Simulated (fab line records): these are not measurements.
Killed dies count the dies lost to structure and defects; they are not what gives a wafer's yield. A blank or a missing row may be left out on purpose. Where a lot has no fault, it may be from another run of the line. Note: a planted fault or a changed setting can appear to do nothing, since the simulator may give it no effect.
fab line records :: flow nand-harc
record:
  lots: 15
  wafers: 44
  last-day: 33
route steps=1302 shown A_DECK1_JOINT@528 A_ONON_D2@545 END@1302
lots that met no fault: taken from a fault-free run of the same line
start-h: hours from the record's first day to the start of the lot's first wafer shown :: wait-h: hours from the lot's prior step to this one :: " the same as in the row above :: L1.1+2: a single row standing in for several wafers :: - value missing, or start not given :: * or withheld: withheld :: < > ~ a bound
route shown NAME@n: NAME is a module with steps in the file, n the number in the route of the first one :: usual: mean/standard deviation of fault-free wafers :: same: alike in all rows :: chamber/n: place in a boat :: sites: the reading at each site :: _std_site: the standard deviation of these :: _edge_site: mean of outer sites minus mean of inner sites :: radius-mm: how far each site lies from the wafer's centre :: mask NAME#n: copy n :: behind: the most recent tool/chamber to have shaped the wafer :: hold: why the lot was held/for how many hours/how that ended :: device: the transistor (n, p or np) that didn't switch :: end of line: the route-end tests of the same wafers :: a step without rows: its recipe alone :: killed: count of dies lost to structure and defects at first sort (not the wafer's yield) :: map: dies across one wafer; x = killed, . = not, _ = none there
set.NAME: setting as actually run; set.NAME@STEP: the setting as run at that earlier step :: model.NAME: the simulator's own value behind a step, which no gauge read
the route's steps for a sample of lots (tables are steps, rows are wafers)
services: from which hour (start-h, from the record's first day; less than 0 if before it) a tool's chamber was out of use, for how many hours, and why
== steps ==
step: NHARC_A_DECK1_JOINT_THK_MEAS_14
recipe:
  thk-meas-gauge: ellipsometry
usual:
  thk-nm: 50.9/1.3
lot.wafer: L693.3
tool: film-metro-01
chamber: -
start-h: 243.79
wait-h: 0.2
thk-nm: 53.1

lot.wafer: L693.4
tool: film-metro-01
chamber: -
start-h: 243.79
wait-h: 0.2
thk-nm: 48.4

lot.wafer: L693.6
tool: film-metro-01
chamber: -
start-h: 243.79
wait-h: 0.2
thk-nm: 51.9

lot.wafer: L695.4
tool: film-metro-01
chamber: -
start-h: 267.57
wait-h: 0.2
thk-nm: 50.7

lot.wafer: L695.5
tool: film-metro-01
chamber: -
start-h: 267.57
wait-h: 0.2
thk-nm: 51.0

lot.wafer: L695.6
tool: film-metro-01
chamber: -
start-h: 267.57
wait-h: 0.2
thk-nm: 50.0

lot.wafer: L696.1
tool: film-metro-01
chamber: -
start-h: 280.06
wait-h: 0.2
thk-nm: 48.7

lot.wafer: L696.2
tool: film-metro-01
chamber: -
start-h: 280.06
wait-h: 0.2
thk-nm: 49.1

lot.wafer: L696.4
tool: film-metro-01
chamber: -
start-h: 280.06
wait-h: 0.2
thk-nm: 53.1

lot.wafer: L697.2
tool: film-metro-01
chamber: -
start-h: 285.90
wait-h: 0.2
thk-nm: 52.2

lot.wafer: L697.4
tool: film-metro-01
chamber: -
start-h: 285.90
wait-h: 0.2
thk-nm: 51.8

lot.wafer: L697.6
tool: film-metro-01
chamber: -
start-h: 285.90
wait-h: 0.2
thk-nm: 50.9

lot.wafer: L699.1
tool: film-metro-02
chamber: -
start-h: 300.44
wait-h: 0.2
thk-nm: 50.2

lot.wafer: L699.4
tool: film-metro-02
chamber: -
start-h: 300.44
wait-h: 0.2
thk-nm: 51.3

lot.wafer: L699.5
tool: film-metro-02
chamber: -
start-h: 300.44
wait-h: 0.2
thk-nm: 50.6

lot.wafer: L703.1
tool: film-metro-01
chamber: -
start-h: 349.49
wait-h: 0.2
thk-nm: 50.9

lot.wafer: L703.5
tool: film-metro-01
chamber: -
start-h: 349.49
wait-h: 0.2
thk-nm: 52.9

lot.wafer: L703.6
tool: film-metro-01
chamber: -
start-h: 349.49
wait-h: 0.2
thk-nm: 54.4

lot.wafer: L702.1
tool: film-metro-02
chamber: -
start-h: 349.49
wait-h: 0.2
thk-nm: 54.1

lot.wafer: L702.4
tool: film-metro-02
chamber: -
start-h: 349.49
wait-h: 0.2
thk-nm: 50.3

lot.wafer: L702.6
tool: film-metro-02
chamber: -
start-h: 349.49
wait-h: 0.2
thk-nm: 50.7

lot.wafer: L704.1
tool: film-metro-02
chamber: -
start-h: 358.46
wait-h: 0.2
thk-nm: 52.7

lot.wafer: L704.3
tool: film-metro-02
chamber: -
start-h: 358.46
wait-h: 0.2
thk-nm: 50.5

lot.wafer: L704.5
tool: film-metro-02
chamber: -
start-h: 358.46
wait-h: 0.2
thk-nm: 51.1

lot.wafer: L705.3
tool: film-metro-02
chamber: -
start-h: 365.13
wait-h: 0.2
thk-nm: 50.5

lot.wafer: L705.4
tool: film-metro-02
chamber: -
start-h: 365.13
wait-h: 0.2
thk-nm: 50.7

lot.wafer: L705.6
tool: film-metro-02
chamber: -
start-h: 365.13
wait-h: 0.2
thk-nm: 52.3

lot.wafer: L706.2
tool: film-metro-01
chamber: -
start-h: 378.20
wait-h: 0.2
thk-nm: 51.2

lot.wafer: L706.4
tool: film-metro-01
chamber: -
start-h: 378.20
wait-h: 0.2
thk-nm: 49.9

lot.wafer: L706.6
tool: film-metro-01
chamber: -
start-h: 378.20
wait-h: 0.2
thk-nm: 50.0

lot.wafer: L708.2
tool: film-metro-02
chamber: -
start-h: 389.64
wait-h: 0.2
thk-nm: 52.9

lot.wafer: L708.3
tool: film-metro-02
chamber: -
start-h: 389.64
wait-h: 0.2
thk-nm: 51.4

lot.wafer: L708.5
tool: film-metro-02
chamber: -
start-h: 389.64
wait-h: 0.2
thk-nm: 52.5

lot.wafer: L707.2
tool: film-metro-02
chamber: -
start-h: 389.66
wait-h: 0.2
thk-nm: 53.2

lot.wafer: L707.5
tool: film-metro-02
chamber: -
start-h: 389.66
wait-h: 0.2
thk-nm: 51.4

lot.wafer: L707.6
tool: film-metro-02
chamber: -
start-h: 389.66
wait-h: 0.2
thk-nm: 50.4

lot.wafer: L710.2
tool: film-metro-02
chamber: -
start-h: 417.13
wait-h: 0.2
thk-nm: 50.7

lot.wafer: L710.5
tool: film-metro-02
chamber: -
start-h: 417.13
wait-h: 0.2
thk-nm: 49.9

lot.wafer: L714.1
tool: film-metro-01
chamber: -
start-h: 462.60
wait-h: 0.2
thk-nm: 52.3

lot.wafer: L714.2
tool: film-metro-01
chamber: -
start-h: 462.60
wait-h: 0.2
thk-nm: 48.8

lot.wafer: L714.6
tool: film-metro-01
chamber: -
start-h: 462.60
wait-h: 0.2
thk-nm: 51.0

lot.wafer: L716.1
tool: film-metro-01
chamber: -
start-h: 478.17
wait-h: 0.2
thk-nm: 52.8

lot.wafer: L716.2
tool: film-metro-01
chamber: -
start-h: 478.17
wait-h: 0.2
thk-nm: 50.4

lot.wafer: L716.5
tool: film-metro-01
chamber: -
start-h: 478.17
wait-h: 0.2
thk-nm: 50.5
step: NHARC_A_ONON_D2_DEP_00
recipe:
  target-thk-a: 10000
  n2-flow-sccm: 2750
  n2o-flow-sccm: 2000
  nh3-flow-sccm: 500
  sih4-flow-sccm: 210
  temp-c: 400
lot.wafer: L693.3+4+6
tool: pecvd-onon-02
chamber: 0
start-h: 269.03
wait-h: 0.2

lot.wafer: L695.4+5+6
tool: pecvd-onon-04
chamber: 0
start-h: 291.23
wait-h: 0.2

lot.wafer: L696.1+2+4
tool: pecvd-onon-04
chamber: 0
start-h: 305.01
wait-h: 0.1

lot.wafer: L697.2+4+6
tool: pecvd-onon-02
chamber: 0
start-h: 313.65
wait-h: 0.1

lot.wafer: L699.1+4+5
tool: pecvd-onon-04
chamber: 0
start-h: 324.57
wait-h: 0.1

lot.wafer: L703.1+5+6
tool: pecvd-onon-03
chamber: 0
start-h: 372.79
wait-h: 0.1

lot.wafer: L702.1+4+6
tool: pecvd-onon-04
chamber: 0
start-h: 373.03
wait-h: 0.2

lot.wafer: L704.1+3+5
tool: pecvd-onon-04
chamber: 0
start-h: 387.46
wait-h: 0.1

lot.wafer: L705.3+4+6
tool: pecvd-onon-03
chamber: 0
start-h: 387.56
wait-h: 0.2

lot.wafer: L706.2+4+6
tool: pecvd-onon-04
chamber: 0
start-h: 407.89
wait-h: 0.1

lot.wafer: L708.2+3+5
tool: pecvd-onon-04
chamber: 0
start-h: 415.56
wait-h: 0.1

lot.wafer: L707.2+5+6
tool: pecvd-onon-02
chamber: 0
start-h: 415.73
wait-h: 0.1

lot.wafer: L710.2+5
tool: pecvd-onon-04
chamber: 0
start-h: 439.23
wait-h: 0.1

lot.wafer: L714.1+2+6
tool: pecvd-onon-03
chamber: 0
start-h: 484.79
wait-h: 0.1

lot.wafer: L716.1+2+5
tool: pecvd-onon-04
chamber: 0
start-h: 508.19
wait-h: 0.1
step: NHARC_A_ONON_D2_THK_MEAS_02
recipe:
  thk-meas-gauge: ellipsometry
usual:
  thk-nm: 1000/9.4
lot.wafer: L693.3
tool: film-metro-01
chamber: -
start-h: 269.43
wait-h: -
thk-nm: 992

lot.wafer: L693.4
tool: film-metro-01
chamber: -
start-h: 269.43
wait-h: -
thk-nm: 992

lot.wafer: L693.6
tool: film-metro-01
chamber: -
start-h: 269.43
wait-h: -
thk-nm: 992

lot.wafer: L695.4
tool: film-metro-02
chamber: -
start-h: 291.57
wait-h: -
thk-nm: 1006

lot.wafer: L695.5
tool: film-metro-02
chamber: -
start-h: 291.57
wait-h: -
thk-nm: 1006

lot.wafer: L695.6
tool: film-metro-02
chamber: -
start-h: 291.57
wait-h: -
thk-nm: 1006

lot.wafer: L696.1
tool: film-metro-01
chamber: -
start-h: 305.53
wait-h: -
thk-nm: 983

lot.wafer: L696.2
tool: film-metro-01
chamber: -
start-h: 305.53
wait-h: -
thk-nm: 982

lot.wafer: L696.4
tool: film-metro-01
chamber: -
start-h: 305.53
wait-h: -
thk-nm: 982

lot.wafer: L697.2
tool: film-metro-01
chamber: -
start-h: 314.10
wait-h: -
thk-nm: 1003

lot.wafer: L697.4
tool: film-metro-01
chamber: -
start-h: 314.10
wait-h: -
thk-nm: 1002

lot.wafer: L697.6
tool: film-metro-01
chamber: -
start-h: 314.10
wait-h: -
thk-nm: 1000

lot.wafer: L699.1
tool: film-metro-02
chamber: -
start-h: 325.08
wait-h: -
thk-nm: 998

lot.wafer: L699.4
tool: film-metro-02
chamber: -
start-h: 325.08
wait-h: -
thk-nm: 1001

lot.wafer: L699.5
tool: film-metro-02
chamber: -
start-h: 325.08
wait-h: -
thk-nm: 998

lot.wafer: L703.1
tool: film-metro-02
chamber: -
start-h: 373.30
wait-h: -
thk-nm: 1005

lot.wafer: L703.5
tool: film-metro-02
chamber: -
start-h: 373.30
wait-h: -
thk-nm: 1006

lot.wafer: L703.6
tool: film-metro-02
chamber: -
start-h: 373.30
wait-h: -
thk-nm: 1004

lot.wafer: L702.1
tool: film-metro-02
chamber: -
start-h: 373.54
wait-h: -
thk-nm: 1011

lot.wafer: L702.4
tool: film-metro-02
chamber: -
start-h: 373.54
wait-h: -
thk-nm: 1012

lot.wafer: L702.6
tool: film-metro-02
chamber: -
start-h: 373.54
wait-h: -
thk-nm: 1013

lot.wafer: L705.3
tool: film-metro-01
chamber: -
start-h: 387.95
wait-h: -
thk-nm: 1007

lot.wafer: L705.4
tool: film-metro-01
chamber: -
start-h: 387.95
wait-h: -
thk-nm: 1009

lot.wafer: L705.6
tool: film-metro-01
chamber: -
start-h: 387.95
wait-h: -
thk-nm: 1007

lot.wafer: L704.1
tool: film-metro-01
chamber: -
start-h: 387.98
wait-h: -
thk-nm: 998

lot.wafer: L704.3
tool: film-metro-01
chamber: -
start-h: 387.98
wait-h: -
thk-nm: 997

lot.wafer: L704.5
tool: film-metro-01
chamber: -
start-h: 387.98
wait-h: -
thk-nm: 996

lot.wafer: L706.2
tool: film-metro-02
chamber: -
start-h: 408.35
wait-h: -
thk-nm: 1001

lot.wafer: L706.4
tool: film-metro-02
chamber: -
start-h: 408.35
wait-h: -
thk-nm: 294

lot.wafer: L706.6
tool: film-metro-02
chamber: -
start-h: 408.35
wait-h: -
thk-nm: 1000

lot.wafer: L708.2
tool: film-metro-02
chamber: -
start-h: 416.01
wait-h: -
thk-nm: 1018

lot.wafer: L708.3
tool: film-metro-02
chamber: -
start-h: 416.01
wait-h: -
thk-nm: 1019

lot.wafer: L708.5
tool: film-metro-02
chamber: -
start-h: 416.01
wait-h: -
thk-nm: 312

lot.wafer: L707.2
tool: film-metro-01
chamber: -
start-h: 416.19
wait-h: -
thk-nm: 1003

lot.wafer: L707.5
tool: film-metro-01
chamber: -
start-h: 416.19
wait-h: -
thk-nm: 1006

lot.wafer: L707.6
tool: film-metro-01
chamber: -
start-h: 416.19
wait-h: -
thk-nm: 1002

lot.wafer: L710.2
tool: film-metro-01
chamber: -
start-h: 439.69
wait-h: -
thk-nm: 993

lot.wafer: L710.5
tool: film-metro-01
chamber: -
start-h: 439.69
wait-h: -
thk-nm: 284

lot.wafer: L714.1
tool: film-metro-02
chamber: -
start-h: 485.30
wait-h: -
thk-nm: 990

lot.wafer: L714.2
tool: film-metro-02
chamber: -
start-h: 485.30
wait-h: -
thk-nm: 990

lot.wafer: L714.6
tool: film-metro-02
chamber: -
start-h: 485.30
wait-h: -
thk-nm: 991

lot.wafer: L716.1
tool: film-metro-02
chamber: -
start-h: 508.70
wait-h: -
thk-nm: 990

lot.wafer: L716.2
tool: film-metro-02
chamber: -
start-h: 508.70
wait-h: -
thk-nm: 990

lot.wafer: L716.5
tool: film-metro-02
chamber: -
start-h: 508.70
wait-h: -
thk-nm: 988
step: NHARC_END_SORT_01
recipe:
  temp-c: 25
usual:
  killed-at-array: 60/21
  killed-at-other: 1.0/1.2
  killed-at-periphery: 4.2/2.8
  killed-dies: 65/20
  killed-open: 3.1/1.8
  killed-short: 2.6/1.6
same:
  gross-dies: 677
lot.wafer: L708.2
tool: prober-02
chamber: 0
start-h: 686.36
wait-h: 2.8
killed-at-array: 36
killed-at-other: 0
killed-at-periphery: 5
killed-dies: 41
killed-open: 6
killed-short: 5

lot.wafer: L708.3
tool: prober-02
chamber: 0
start-h: 687.17
wait-h: 3.1
killed-at-array: 35
killed-at-other: 0
killed-at-periphery: 2
killed-dies: 37
killed-open: 0
killed-short: 6

lot.wafer: L708.5
tool: prober-02
chamber: 0
start-h: 688.78
wait-h: 3.7
killed-at-array: 673
killed-at-other: 0
killed-at-periphery: 4
killed-dies: 677
killed-open: 1
killed-short: 5

lot.wafer: L706.2
tool: prober-01
chamber: 0
start-h: 694.11
wait-h: 2.8
killed-at-array: 55
killed-at-other: 0
killed-at-periphery: 2
killed-dies: 57
killed-open: 4
killed-short: 2

lot.wafer: L706.4
tool: prober-01
chamber: 0
start-h: 695.73
wait-h: 3.4
killed-at-array: 670
killed-at-other: 0
killed-at-periphery: 7
killed-dies: 677
killed-open: 2
killed-short: 5

lot.wafer: L706.6
tool: prober-01
chamber: 0
start-h: 697.36
wait-h: 4.1
killed-at-array: 39
killed-at-other: 0
killed-at-periphery: 7
killed-dies: 46
killed-open: 1
killed-short: 2

lot.wafer: L710.2
tool: prober-01
chamber: 0
start-h: 723.30
wait-h: 2.8
killed-at-array: 61
killed-at-other: 5
killed-at-periphery: 2
killed-dies: 68
killed-open: 1
killed-short: 1

lot.wafer: L710.5
tool: prober-01
chamber: 0
start-h: 725.69
wait-h: 3.7
killed-at-array: 670
killed-at-other: 4
killed-at-periphery: 3
killed-dies: 677
killed-open: 1
killed-short: 5
killed by level:class
L708.2 A_CHANNEL_HOLE_D2:chamber-film-flake=18 A_CHANNEL_HOLE_D1:chamber-film-flake=5 P_GATE:geometric-particle:open=2 A_WL_FILL:geometric-particle:short=2 P_GATE:chamber-film-flake=2 A_STAIRCASE:chamber-film-flake=2 P_STI:geometric-particle:short=1 A_CHANNEL_FILL_D1:geometric-particle:short=1
L708.3 A_CHANNEL_HOLE_D2:chamber-film-flake=13 A_CHANNEL_HOLE_D1:chamber-film-flake=5 A_STAIRCASE:chamber-film-flake=4 A_ONON_D2:geometric-particle:short=3 A_SLIT:chamber-film-flake=3 P_GATE:chamber-film-flake=2 A_WL_FILL:chamber-film-flake=2 A_CHANNEL_FILL_D1:geometric-particle:short=1
L708.5 A_ONON_D2:area-dep=640 A_CHANNEL_HOLE_D2:chamber-film-flake=17 A_CHANNEL_HOLE_D1:chamber-film-flake=4 A_STAIRCASE:chamber-film-flake=3 A_WL_FILL:chamber-film-flake=3 A_CHANNEL_FILL_D1:geometric-particle:short=2 A_WL_FILL:geometric-particle:short=2 P_GATE:chamber-film-flake=2
L706.2 A_SLIT:chamber-film-flake=30 A_CHANNEL_HOLE_D1:chamber-film-flake=7 A_WL_FILL:chamber-film-flake=6 A_CHANNEL_HOLE_D2:geometric-particle:open=3 A_DECK1_JOINT:chamber-film-flake=2 A_CHANNEL_FILL_D2:chamber-film-flake=2 A_SOURCE_PLATE:geometric-particle:short=1 A_SOURCE_PLATE:geometric-particle:open=1
L706.4 A_ONON_D2:area-dep=634 A_SLIT:chamber-film-flake=20 P_CONTACT:chamber-film-flake=5 A_ONON_D1:geometric-particle:short=2 A_CHANNEL_FILL_D2:geometric-particle:short=2 P_BONDPAD:chamber-film-flake=2 A_CHANNEL_HOLE_D1:chamber-film-flake=2 A_STAIRCASE:chamber-film-flake=2
L706.6 A_SLIT:chamber-film-flake=18 P_CONTACT:chamber-film-flake=6 A_WL_FILL:chamber-film-flake=5 A_CONTACT:chamber-film-flake=4 A_ZERO_WELL:chamber-film-flake=2 A_CHANNEL_HOLE_D1:chamber-film-flake=2 A_STAIRCASE:chamber-film-flake=2 A_BLC:chamber-film-flake=2
L710.2 A_CHANNEL_HOLE_D1:chamber-film-flake=33 A_SLIT:chamber-film-flake=14 A_STAIRCASE:chamber-film-flake=5 THIN_TSV:chamber-film-flake=5 P_GATE:chamber-film-flake=2 A_WL_FILL:chamber-film-flake=2 A_ONON_D1:geometric-particle:short=1 A_CHANNEL_FILL_D1:geometric-particle:open=1
L710.5 A_ONON_D2:area-dep=604 A_CHANNEL_HOLE_D1:chamber-film-flake=32 A_SLIT:chamber-film-flake=20 A_STAIRCASE:chamber-film-flake=6 THIN_TSV:chamber-film-flake=4 A_CHANNEL_FILL_D1:chamber-film-flake=2 P_GATE:geometric-particle:short=1 P_CONTACT:geometric-particle:open=1
== services ==
tool: pecvd-onon-04
chamber: -
start-h: 311.16
hours: 13.0
kind: pm

tool: pecvd-onon-02
chamber: -
start-h: 366.29
hours: 13.0
kind: pm

tool: pecvd-onon-03
chamber: -
start-h: 408.29
hours: 13.0
kind: pm

tool: pecvd-onon-04
chamber: -
start-h: 492.16
hours: 13.0
kind: pm
== key ==
first-sign:
  step: NHARC_A_ONON_D2_THK_MEAS_02
  reading: thk-nm
  direction: down
  sigmas: 75
  usual: 1000
  struck: 297
effect:
  step: NHARC_END_SORT_01
  reading: killed-dies
  direction: up
  sigmas: 31
  usual: 65
  struck: 677
more-kills-born-at:
  NHARC_A_ONON_D2_DEP_00@pecvd-onon-04: 1878
met-at NHARC_A_ONON_D2_DEP_00
struck-lots L706,L708,L710
struck-wafers L706.4,L708.5,L710.5
later-rows-left-out L706.4,L708.5,L710.5
tester-left-out L706,L708,L710
not-acting-at NHARC_A_DECK1_JOINT_THK_MEAS_14
onset-between 387.46 407.89
fault:
  kind: process-parameter-drift
  tool: pecvd-onon-04
  chamber: -
  onset-h: 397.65
  steps: NHARC_A_ONON_D2_DEP_00
  channel: target-thk-a
  offset: *
  shape: step
  end-h: 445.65
  scope: struck-wafers-only
  acts-in: *
  stated: *
tester-left-out: of these lots the tester's yield and bins aren't shown, on N5 and GAA mostly nor the transistor test; their killed dies are dies lost to structure and defects alone, not to doping, threshold or leakage, so they don't give the yield
later-rows-left-out: the simulator's readings of these wafers behind a module that went badly wrong aren't trusted and aren't shown, but for the sort
